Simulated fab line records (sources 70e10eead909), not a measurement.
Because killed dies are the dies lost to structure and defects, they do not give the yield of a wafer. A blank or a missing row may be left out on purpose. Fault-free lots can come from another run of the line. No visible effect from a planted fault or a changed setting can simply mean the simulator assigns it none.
Commonality check across tools | flow nand harc | 42 wafers sampled across 14 lots

## REASON FOR OPENING
Flagged at NHARC_P_GATE_CD_MEAS_26: reading cd nm, on 2 of 14 lots. Wafers without a fault read 119.8 nm, standard deviation 0.9.
Rule: a lot gets a flag if all its wafers with a number sit over 4 standard deviations from that mean, or if no wafer of it has a number. The rest of the lots are taken to be sound.

lot  | measured     | on        | cd nm (nm), wafer by wafer | flag
L385 | day 5 04:09  | cd sem-03 | 119.2 119.3 118.6          |
L387 | day 5 18:21  | cd sem-02 | 119.2 118.5 118.5          |
L389 | day 6 19:30  | cd sem-01 | 120.1 119.8 119.9          |
L390 | day 6 22:41  | cd sem-02 | 120.3 119.6 119.9          |
L391 | day 7 11:19  | cd sem-03 | 120.4 120.1 120.2          |
L393 | day 8 10:31  | cd sem-03 | 120.2 119.3 119.9          |
L394 | day 8 17:22  | cd sem-01 | 120.9 120.2 120.8          |
L396 | day 9 13:18  | cd sem-02 | 121.5 119.4 120.6          |
L400 | day 11 05:11 | cd sem-03 | 121.2 120.4 121.2          |
L404 | day 13 08:25 | cd sem-01 | 118.5 119.2 118.8          |
L405 | day 13 10:10 | cd sem-02 | 137.7 138.1 138.5          | FLAGGED
L406 | day 13 15:13 | cd sem-01 | 137.5 138.0 137.8          | FLAGGED
L407 | day 14 09:08 | cd sem-01 | 119.0 118.4 117.3          |
L408 | day 14 10:29 | cd sem-02 | 120.0 119.9 119.3          |
On average the flagged lots' numbers are 137.9 nm, which is +18.1 nm against the usual, or +20 standard deviations.

## WHICH TOOL EACH LOT WENT THROUGH
Before the reading, the record contains 2 process steps out of a 1302-step route. Read each cell as the tool, then ch plus the chambers that the sampled wafers visited, then the start.
lot  | flag    | NHARC_P_STI_ETCH_31                           | NHARC_P_GATE_PEB_24
L385 |         | rie diel-01 ch 0,1,2, day 5 04:05 or earlier  | litho track-06 ch 0, day 5 04:05
L387 |         | rie diel-07 ch 0,2,3, day 5 18:16 or earlier  | litho track-06 ch 0, day 5 18:16
L389 |         | rie diel-01 ch 0,2,3, day 6 19:25 or earlier  | litho track-01 ch 0, day 6 19:25
L390 |         | rie diel-07 ch 0,2, day 6 22:37 or earlier    | litho track-04 ch 0, day 6 22:37
L391 |         | rie diel-01 ch 0,1,2, day 7 11:14 or earlier  | litho track-04 ch 0, day 7 11:14
L393 |         | rie diel-01 ch 1,2,3, day 8 10:25 or earlier  | litho track-04 ch 0, day 8 10:25
L394 |         | rie diel-01 ch 0,1,3, day 8 17:17 or earlier  | litho track-01 ch 0, day 8 17:17
L396 |         | rie diel-03 ch 1,2,3, day 9 13:13 or earlier  | litho track-01 ch 0, day 9 13:13
L400 |         | rie diel-01 ch 0,1,3, day 11 05:06 or earlier | litho track-04 ch 0, day 11 05:06
L404 |         | rie diel-01 ch 0,2, day 13 08:20 or earlier   | litho track-06 ch 0, day 13 08:20
L405 | FLAGGED | rie diel-03 ch 0,2,3, day 13 10:05 or earlier | litho track-01 ch 0, day 13 10:05
L406 | FLAGGED | rie diel-03 ch 0,2,3, day 13 15:08 or earlier | litho track-01 ch 0, day 13 15:08
L407 |         | rie diel-03 ch 0,1,2, day 14 09:04 or earlier | litho track-06 ch 0, day 14 09:04
L408 |         | rie diel-01 ch 1,2,3, day 14 10:25 or earlier | litho track-04 ch 0, day 14 10:25
What is done by these steps:
- NHARC_P_STI_ETCH_31: etches the open film in CF4/CHF3, target depth 108.9 nm, time 54.5 s.
- NHARC_P_GATE_PEB_24: peb time 65 s.
- NHARC_P_GATE_CD_MEAS_26: target cd 120 nm.

## FLAGGED OVER TOTAL, TOOL BY TOOL (the gauges that took the reading come last)
step                    | tool           | lots run | flagged | share of the flagged lots | sound lots run after its first flagged lot
NHARC_P_STI_ETCH_31     | rie diel-01    | 8        | 0       | none                      | -
NHARC_P_STI_ETCH_31     | rie diel-03    | 4        | 2       | all                       | 1 (L407)
NHARC_P_STI_ETCH_31     | rie diel-07    | 2        | 0       | none                      | -
NHARC_P_GATE_PEB_24     | litho track-01 | 5        | 2       | all                       | 0
NHARC_P_GATE_PEB_24     | litho track-04 | 5        | 0       | none                      | -
NHARC_P_GATE_PEB_24     | litho track-06 | 4        | 0       | none                      | -
NHARC_P_GATE_CD_MEAS_26 | cd sem-01      | 5        | 1       | some                      | 1 (L407)
NHARC_P_GATE_CD_MEAS_26 | cd sem-02      | 5        | 1       | some                      | 1 (L408)
NHARC_P_GATE_CD_MEAS_26 | cd sem-03      | 4        | 0       | none                      | -
NHARC_P_STI_ETCH_31: start missing for some lots; hours and lot order therefore follow NHARC_P_GATE_PEB_24.

## WHAT THE TABLE ALLOWS
rie diel-03 at NHARC_P_STI_ETCH_31 and litho track-01 at NHARC_P_GATE_PEB_24 are the 2 rows of the table that ran each flagged lot.
- rie diel-03 at NHARC_P_STI_ETCH_31: 2 of its 4 lots flagged. Sound lots followed the first flagged one (L407) on it, something a lasting fault affecting the whole tool could not allow.
- litho track-01 at NHARC_P_GATE_PEB_24: 2 of its 5 lots flagged. A fault beginning between L396 (day 9 13:13), its last sound lot, and L405 (day 13 10:05), its first flagged one, fits the data. Its own readings lie more than 4 standard deviations out on every wafer of the flagged lots: heater power total W, plate temp C.
litho track-01 at NHARC_P_GATE_PEB_24 is the single tool remaining.

## WHAT THE SIMULATOR HAD PUT IN
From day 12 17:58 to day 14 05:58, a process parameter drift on litho track-01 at NHARC_P_GATE_PEB_24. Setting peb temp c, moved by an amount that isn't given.
Shown lots that were struck: L405, L406. The rule above reached the same finding.
